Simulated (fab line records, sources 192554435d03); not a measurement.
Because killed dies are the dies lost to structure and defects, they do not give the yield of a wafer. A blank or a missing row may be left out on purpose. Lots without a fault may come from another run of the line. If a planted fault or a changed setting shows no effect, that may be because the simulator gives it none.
Which of the tools did it? || flow n5-finfet || 11 lots with 33 wafers sampled at 3 steps, on a route of 1938 steps

## WHAT THE GAUGES READ, wafer by wafer
N5_PASSIVATION_CD_MEAS_30 targets a cd of 4000 nm. Usual: 4000.1 nm for cd-nm, sd 1.8.
{"lot": "L552", "measured": "day 12 17:15", "on": "cd-sem-02", "cd-nm (nm)": "3999.1 3997.7 3998.9", "flag": ""}
{"lot": "L551", "measured": "day 12 13:04", "on": "cd-sem-02", "cd-nm (nm)": "3999.6 3997.4 4000.2", "flag": ""}
{"lot": "L554", "measured": "day 12 18:16", "on": "cd-sem-01", "cd-nm (nm)": "4000.5 3997.0 3999.8", "flag": ""}
{"lot": "L555", "measured": "day 13 12:02", "on": "cd-sem-02", "cd-nm (nm)": "3998.7 3998.0 3999.1", "flag": ""}
{"lot": "L556", "measured": "day 13 19:45", "on": "cd-sem-03", "cd-nm (nm)": "4001.7 4000.8 3999.7", "flag": ""}
{"lot": "L558", "measured": "day 14 14:00", "on": "cd-sem-03", "cd-nm (nm)": "4002.9 4002.7 4003.4", "flag": ""}
{"lot": "L564", "measured": "day 15 14:04", "on": "cd-sem-02", "cd-nm (nm)": "3999.5 3999.9 3997.5", "flag": ""}
{"lot": "L563", "measured": "day 15 21:43", "on": "cd-sem-03", "cd-nm (nm)": "4000.7 4000.1 4000.3", "flag": ""}
{"lot": "L570", "measured": "day 16 20:42", "on": "cd-sem-01", "cd-nm (nm)": "4001.5 4002.1 4001.5", "flag": ""}
{"lot": "L571", "measured": "day 18 10:28", "on": "cd-sem-03", "cd-nm (nm)": "4000.9 4001.2 3999.7", "flag": ""}
{"lot": "L573", "measured": "day 19 01:04", "on": "cd-sem-01", "cd-nm (nm)": "4001.6 4001.7 4001.3", "flag": ""}

N5_PASSIVATION_CD_MEAS_44 targets a cd of 40000 nm. Usual: 40000 nm for cd-nm, sd 3.8.
{"lot": "L552", "measured": "day 12 19:57", "on": "cd-sem-02", "cd-nm (nm)": "40004 39997 39999", "flag": ""}
{"lot": "L551", "measured": "day 12 15:22", "on": "cd-sem-02", "cd-nm (nm)": "40003 39996 40003", "flag": ""}
{"lot": "L554", "measured": "day 12 20:13", "on": "cd-sem-01", "cd-nm (nm)": "39995 39996 39995", "flag": ""}
{"lot": "L555", "measured": "day 13 13:53", "on": "cd-sem-01", "cd-nm (nm)": "40004 40002 39999", "flag": ""}
{"lot": "L556", "measured": "day 13 21:57", "on": "cd-sem-03", "cd-nm (nm)": "40000 40005 40004", "flag": ""}
{"lot": "L558", "measured": "day 14 15:44", "on": "cd-sem-01", "cd-nm (nm)": "40001 39998 39999", "flag": ""}
{"lot": "L564", "measured": "day 15 15:52", "on": "cd-sem-01", "cd-nm (nm)": "40000 40001 40002", "flag": ""}
{"lot": "L563", "measured": "day 15 23:36", "on": "cd-sem-01", "cd-nm (nm)": "40004 40005 40005", "flag": ""}
{"lot": "L570", "measured": "day 16 22:36", "on": "cd-sem-01", "cd-nm (nm)": "40003 39999 39998", "flag": ""}
{"lot": "L571", "measured": "day 18 12:25", "on": "cd-sem-01", "cd-nm (nm)": "39997 40001 39998", "flag": ""}
{"lot": "L573", "measured": "day 19 02:52", "on": "cd-sem-03", "cd-nm (nm)": "40005 40001 39998", "flag": ""}

## WHICH TOOL RAN EACH LOT (tool, then ch and the chambers of the sampled wafers, then the start)
{"lot": "L552", "N5_BEOL_M8_ETCH_62": "rie-diel-05 ch 0,1,3, day 9 05:54"}
{"lot": "L551", "N5_BEOL_M8_ETCH_62": "rie-diel-02 ch 1,2,3, day 9 08:58"}
{"lot": "L554", "N5_BEOL_M8_ETCH_62": "rie-diel-04 ch 1,2,3, day 10 01:28"}
{"lot": "L555", "N5_BEOL_M8_ETCH_62": "rie-diel-05 ch 0,3, day 10 02:04"}
{"lot": "L556", "N5_BEOL_M8_ETCH_62": "rie-diel-02 ch 0,1,3, day 10 14:44"}
{"lot": "L558", "N5_BEOL_M8_ETCH_62": "rie-diel-04 ch 2,3, day 11 06:46"}
{"lot": "L564", "N5_BEOL_M8_ETCH_62": "rie-diel-04 ch 0,2,3, day 12 15:10"}
{"lot": "L563", "N5_BEOL_M8_ETCH_62": "rie-diel-04 ch 0,2,3, day 13 03:51"}
{"lot": "L570", "N5_BEOL_M8_ETCH_62": "rie-diel-04 ch 0,1,2, day 13 21:49"}
{"lot": "L571", "N5_BEOL_M8_ETCH_62": "rie-diel-05 ch 0,1,2, day 15 06:44"}
{"lot": "L573", "N5_BEOL_M8_ETCH_62": "rie-diel-05 ch 1,2, day 15 20:34"}
- N5_BEOL_M8_ETCH_62: etches SOC in N2/H2, target depth 110 nm, overetch 22 nm, time 165 s.

## WHAT THE TOOLS THEMSELVES READ (means of the sampled wafers that have a number; where no wafer has one, the mark that the record gives instead)
N5_BEOL_M8_ETCH_62. Usual: drypump-motor-current-A 5.8 A, standard deviation 0.46; oes-product-au 0.71 a.u., standard deviation 0.058; rf-vpp-V 523.9 V, standard deviation 2.4; showerhead-plenum-p-Torr 2.55 Torr, standard deviation 0.087; throttle-valve-pct 17.72 %, standard deviation 0.23.
{"lot": "L552", "tool": "rie-diel-05", "drypump-motor-current-A (A)": 5.5, "oes-product-au (a.u.)": 0.74, "rf-vpp-V (V)": 524.1, "showerhead-plenum-p-Torr (Torr)": 2.56, "throttle-valve-pct (%)": 17.77, "flag": ""}
{"lot": "L551", "tool": "rie-diel-02", "drypump-motor-current-A (A)": 5.7, "oes-product-au (a.u.)": 0.72, "rf-vpp-V (V)": 525.5, "showerhead-plenum-p-Torr (Torr)": 2.61, "throttle-valve-pct (%)": 17.58, "flag": ""}
{"lot": "L554", "tool": "rie-diel-04", "drypump-motor-current-A (A)": 5.9, "oes-product-au (a.u.)": 0.63, "rf-vpp-V (V)": 524.1, "showerhead-plenum-p-Torr (Torr)": 2.56, "throttle-valve-pct (%)": 17.81, "flag": ""}
{"lot": "L555", "tool": "rie-diel-05", "drypump-motor-current-A (A)": 5.4, "oes-product-au (a.u.)": 0.73, "rf-vpp-V (V)": 525.9, "showerhead-plenum-p-Torr (Torr)": 2.64, "throttle-valve-pct (%)": 17.75, "flag": ""}
{"lot": "L556", "tool": "rie-diel-02", "drypump-motor-current-A (A)": 5.6, "oes-product-au (a.u.)": 0.69, "rf-vpp-V (V)": 523.8, "showerhead-plenum-p-Torr (Torr)": 2.53, "throttle-valve-pct (%)": 17.68, "flag": ""}
{"lot": "L558", "tool": "rie-diel-04", "drypump-motor-current-A (A)": 6.3, "oes-product-au (a.u.)": 0.68, "rf-vpp-V (V)": 524.9, "showerhead-plenum-p-Torr (Torr)": 2.57, "throttle-valve-pct (%)": 17.79, "flag": ""}
{"lot": "L564", "tool": "rie-diel-04", "drypump-motor-current-A (A)": 5.8, "oes-product-au (a.u.)": 0.71, "rf-vpp-V (V)": 524.0, "showerhead-plenum-p-Torr (Torr)": 2.52, "throttle-valve-pct (%)": 17.54, "flag": ""}
{"lot": "L563", "tool": "rie-diel-04", "drypump-motor-current-A (A)": 5.8, "oes-product-au (a.u.)": 0.70, "rf-vpp-V (V)": 523.1, "showerhead-plenum-p-Torr (Torr)": 2.52, "throttle-valve-pct (%)": 17.55, "flag": ""}
{"lot": "L570", "tool": "rie-diel-04", "drypump-motor-current-A (A)": 5.4, "oes-product-au (a.u.)": 0.74, "rf-vpp-V (V)": 522.5, "showerhead-plenum-p-Torr (Torr)": 2.51, "throttle-valve-pct (%)": 17.48, "flag": ""}
{"lot": "L571", "tool": "rie-diel-05", "drypump-motor-current-A (A)": 6.0, "oes-product-au (a.u.)": 0.70, "rf-vpp-V (V)": 521.9, "showerhead-plenum-p-Torr (Torr)": 2.52, "throttle-valve-pct (%)": 17.90, "flag": ""}
{"lot": "L573", "tool": "rie-diel-05", "drypump-motor-current-A (A)": 6.3, "oes-product-au (a.u.)": 0.72, "rf-vpp-V (V)": 524.3, "showerhead-plenum-p-Torr (Torr)": 2.56, "throttle-valve-pct (%)": 17.94, "flag": ""}

## THE ANSWER, worked out from the rows above alone
Rule: a lot counts as off when the mean over its wafers that have a number is more than 3 standard deviations away from the usual mean. A lot without any number at a reading at which 4 lots or more have one is off too. Where the step has rows for the other lots, those lots are counted as sound. The gauges are gone through in route order, then the tools' own readings, and for those a lot's mean is taken as printed above. The first step at which some lot is off is used, and at that step the reading that is off furthest; a lot without a number counts as furthest.
Nothing can be told from this: no lot is off at any reading shown.

## WHAT WAS PUT IN BY THE SIMULATOR
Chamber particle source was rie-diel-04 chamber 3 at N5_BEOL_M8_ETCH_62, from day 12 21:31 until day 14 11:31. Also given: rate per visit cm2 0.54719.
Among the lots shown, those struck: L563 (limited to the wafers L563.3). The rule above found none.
